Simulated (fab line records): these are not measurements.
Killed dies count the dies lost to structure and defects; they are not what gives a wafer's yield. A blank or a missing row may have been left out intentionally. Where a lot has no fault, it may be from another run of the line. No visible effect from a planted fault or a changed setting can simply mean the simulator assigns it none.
Lot-split experiment :: flow n5 finfet :: 21 wafers read across 7 lots, on a route 1938 steps long

ON THE SPLIT
At N5_PMOS_HMC_CHANNEL_EPI_COAT_31 (time 60 s, resist thk 66 nm), the setting spin rpm was moved away from the recipe's 1500 rpm on 5 of the 21 wafers read, by -5.9% to +9.5%. All remaining wafers had this setting at the recipe value.

FROM THE SPLIT TO THE READING: what the file shows between them, 4 steps
- N5_PMOS_HMC_CHANNEL_EPI_COAT_03: resist thk 205 nm (also split here: spin rpm)
- N5_PMOS_HMC_CHANNEL_EPI_EBR_05
- N5_PMOS_HMC_CHANNEL_EPI_SOFTBAKE_04: time 60 s
- N5_PMOS_HMC_CHANNEL_EPI_DESCUM_14: chemistry O2, time 7.9 s

THE READING
etch.depth nm (the simulator's own value, which no gauge read), in nm, at N5_PMOS_HMC_CHANNEL_EPI_ETCH_32 (etches BARC in N2/H2, stops on SiO2, target depth 85.8 nm, time 50.3 s). The file does not state a usual value for it. Average 65.91 nm, standard deviation 0.16 nm, over the 16 wafers here run with the recipe.

wafer: L076.2
tool, chamber at the split: litho track-02, 0
spin rpm as run, rpm: 1500
against the recipe: recipe
etch.depth nm, nm: 65.72
against lot-mates on the recipe: -

wafer: L076.4
tool, chamber at the split: litho track-02, 0
spin rpm as run, rpm: 1500
against the recipe: recipe
etch.depth nm, nm: 65.87
against lot-mates on the recipe: -

wafer: L076.6
tool, chamber at the split: litho track-02, 0
spin rpm as run, rpm: 1500
against the recipe: recipe
etch.depth nm, nm: 65.78
against lot-mates on the recipe: -

wafer: L077.1
tool, chamber at the split: litho track-04, 0
spin rpm as run, rpm: 1642
against the recipe: +9.5%
etch.depth nm, nm: 62.84
against lot-mates on the recipe: -3.10

wafer: L077.2
tool, chamber at the split: litho track-04, 0
spin rpm as run, rpm: 1500
against the recipe: recipe
etch.depth nm, nm: 65.87
against lot-mates on the recipe: -

wafer: L077.3
tool, chamber at the split: litho track-04, 0
spin rpm as run, rpm: 1500
against the recipe: recipe
etch.depth nm, nm: 66.02
against lot-mates on the recipe: -

wafer: L080.2
tool, chamber at the split: litho track-04, 0
spin rpm as run, rpm: 1426
against the recipe: -4.9%
etch.depth nm, nm: 67.63
against lot-mates on the recipe: +1.73

wafer: L080.4
tool, chamber at the split: litho track-04, 0
spin rpm as run, rpm: 1500
against the recipe: recipe
etch.depth nm, nm: 65.93
against lot-mates on the recipe: -

wafer: L080.5
tool, chamber at the split: litho track-04, 0
spin rpm as run, rpm: 1500
against the recipe: recipe
etch.depth nm, nm: 65.87
against lot-mates on the recipe: -

wafer: L090.3
tool, chamber at the split: litho track-05, 0
spin rpm as run, rpm: 1500
against the recipe: recipe
etch.depth nm, nm: 66.03
against lot-mates on the recipe: -

wafer: L090.6
tool, chamber at the split: litho track-05, 0
spin rpm as run, rpm: 1500
against the recipe: recipe
etch.depth nm, nm: 66.03
against lot-mates on the recipe: -

wafer: L090.4
tool, chamber at the split: litho track-05, 0
spin rpm as run, rpm: 1500
against the recipe: recipe
etch.depth nm, nm: 66.25
against lot-mates on the recipe: -

wafer: L093.1
tool, chamber at the split: litho track-05, 0
spin rpm as run, rpm: 1412
against the recipe: -5.9%
etch.depth nm, nm: 67.69
against lot-mates on the recipe: +1.95

wafer: L093.4
tool, chamber at the split: litho track-05, 0
spin rpm as run, rpm: 1500
against the recipe: recipe
etch.depth nm, nm: 65.74
against lot-mates on the recipe: -

wafer: L093.5
tool, chamber at the split: litho track-05, 0
spin rpm as run, rpm: 1412
against the recipe: -5.9%
etch.depth nm, nm: 68.02
against lot-mates on the recipe: +2.28

wafer: L094.1
tool, chamber at the split: litho track-04, 0
spin rpm as run, rpm: 1500
against the recipe: recipe
etch.depth nm, nm: 66.17
against lot-mates on the recipe: -

wafer: L094.3
tool, chamber at the split: litho track-04, 0
spin rpm as run, rpm: 1500
against the recipe: recipe
etch.depth nm, nm: 65.75
against lot-mates on the recipe: -

wafer: L094.5
tool, chamber at the split: litho track-04, 0
spin rpm as run, rpm: 1500
against the recipe: recipe
etch.depth nm, nm: 65.92
against lot-mates on the recipe: -

wafer: L097.2
tool, chamber at the split: litho track-02, 0
spin rpm as run, rpm: 1582
against the recipe: +5.5%
etch.depth nm, nm: 63.94
against lot-mates on the recipe: -1.84

wafer: L097.3
tool, chamber at the split: litho track-02, 0
spin rpm as run, rpm: 1500
against the recipe: recipe
etch.depth nm, nm: 65.86
against lot-mates on the recipe: -

wafer: L097.4
tool, chamber at the split: litho track-02, 0
spin rpm as run, rpm: 1500
against the recipe: recipe
etch.depth nm, nm: 65.69
against lot-mates on the recipe: -

THE FIT
A straight line over all 21 wafers: etch.depth nm changes by -0.335 nm for each +1% of spin rpm; r = -0.99; the points scatter about the line by 0.16 nm.
The same after taking each lot's own level away (the mean of its wafers on the recipe; 21 wafers): -0.342 nm for each +1%; r = -1.00; scatter 0.11 nm.
On that fit, the largest move of spin rpm shifts the reading by 3.2 nm.
Measured against the standard deviation above, the lots' own levels, which go from 65.740 to 66.103 nm, span 2.3 times it.
So the lot-to-lot level changes the slope little: the two slopes agree.
Check: with one of the wafers moved furthest among these (+9.5%) left out of the fit, the line predicts -3.32 nm for it against its lot-mates. It came out at -3.1 nm against them.

FURTHER SPLITS ON THESE WAFERS
Other splits were also applied to these wafers ahead of the reading. Each is held against what the fit with the lots' levels taken away leaves over:
other split on the same wafers: N5_PMOS_HMC_CHANNEL_EPI_COAT_03 spin rpm
wafers away from the commonest value: 8
r with etch.depth nm (lot level and that fit taken away): +0.27

THE WHOLE CHAIN: every reading that the file lists as answering this split, in the file's order
step: N5_PMOS_HMC_CHANNEL_EPI_COAT_31
what it does: time 60 s, resist thk 66 nm
reading: BARC_of_PMOS_HMC_CHANNEL_EPI_COAT_31.thk nm (the simulator's own value, which no gauge read)
change (the file's fit): -0.339 nm for each +1% of the setting
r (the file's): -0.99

step: N5_PMOS_HMC_CHANNEL_EPI_ETCH_32
what it does: etches BARC in N2/H2, stops on SiO2, target depth 85.8 nm, time 50.3 s
reading: etch.depth nm (the simulator's own value, which no gauge read)
change (the file's fit): -0.339 nm for each +1% of the setting
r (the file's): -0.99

THE FILE'S OWN FIT
etch.depth nm changes by -0.339 nm for each +1% of spin rpm, r = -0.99.
